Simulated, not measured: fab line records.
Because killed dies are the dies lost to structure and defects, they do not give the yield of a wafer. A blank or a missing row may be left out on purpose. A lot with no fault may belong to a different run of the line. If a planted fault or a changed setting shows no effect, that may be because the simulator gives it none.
Which tool is to blame? | flow n5Finfet | 11 lots with 32 wafers sampled at 2 steps, on a route of 1938 steps

== WHAT EACH GAUGE READ, for each wafer ==
N5_BEOL_M11_INSPECT_58: inspects for defects (darkfield).
lot  | measured     | on               | rawDefectCount
L178 | day 10 21:13 | defectInspect-01 | 71 74 53
L176 | day 10 21:29 | defectInspect-02 | 78 45 79
L177 | day 11 11:01 | defectInspect-02 | 105 109 108
L180 | day 11 19:37 | defectInspect-02 | 56 114 162
L184 | day 13 08:25 | defectInspect-02 | 77 87
L187 | day 14 02:29 | defectInspect-02 | 83 87 76
L189 | day 14 11:56 | defectInspect-02 | 64 151 95
L188 | day 14 15:02 | defectInspect-01 | 1162 1197 1177
L191 | day 15 04:45 | defectInspect-02 | 70 119 92
L194 | day 15 12:10 | defectInspect-02 | 1223 1192 1204
L198 | day 16 09:26 | defectInspect-01 | 30 56 43

== TOOL THAT RAN EACH LOT (tool first, then ch and the chambers of the sampled wafers, then the start) ==
lot  | N5_BEOL_M11_DEP_56
L178 | pecvd-03 ch 0,2, day 10 21:08
L176 | pecvd-02 ch 0,1,2, day 10 21:23
L177 | pecvd-03 ch 0,2, day 11 10:55
L180 | pecvd-01 ch 0,1,2, day 11 19:32
L184 | pecvd-01 ch 1,2, day 13 08:21
L187 | pecvd-01 ch 0,2, day 14 02:24
L189 | pecvd-03 ch 0,1, day 14 11:51
L188 | pecvd-01 ch 0,2, day 14 14:57
L191 | pecvd-02 ch 0,2, day 15 04:40
L194 | pecvd-01 ch 0,1, day 15 12:04
L198 | pecvd-02 ch 0,1,2, day 16 09:21
- N5_BEOL_M11_DEP_56: deposits SiCN from 3MS/NH3, target thk 30 nm, time 10.5 s.

== THE ANSWER, worked out from the rows above alone ==
Rule: the lots themselves supply what counts as usual. The widest of any qualifying gaps counts: lots, ordered by their means at a reading, are off when they make up no more than a third of the lots, leave a main group of 4 or more, and stand apart from it by 3 or more times the standard deviation of that group's means. A main group is skipped when, at the precision printed for the reading in the tables above, its means are all equal. Also off: a lot with no number at a reading for which 4 or more lots have one. All remaining lots with rows at the step are treated as sound.
Off, at N5_BEOL_M11_INSPECT_58 on rawDefectCount: L188, L194. The main group has a mean of 84 with a standard deviation of 21.
If a tool, at a process step before that reading, ran all the lots that are off and no sound lot after the first of them, it fits. The gauges at N5_BEOL_M11_INSPECT_58 are tried like those tools. One fits: pecvd-01 at N5_BEOL_M11_DEP_56. Its last sound lot is L187 (day 14 02:24), its first lot that is off L188 (day 14 14:57): a fault that began between those two fits.

== WHAT WAS PUT IN BY THE SIMULATOR ==
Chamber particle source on pecvd-01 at N5_BEOL_M11_DEP_56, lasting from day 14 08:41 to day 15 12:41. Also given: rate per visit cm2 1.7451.
Shown lots that were struck: L188, L194. Same finding as the rule above.
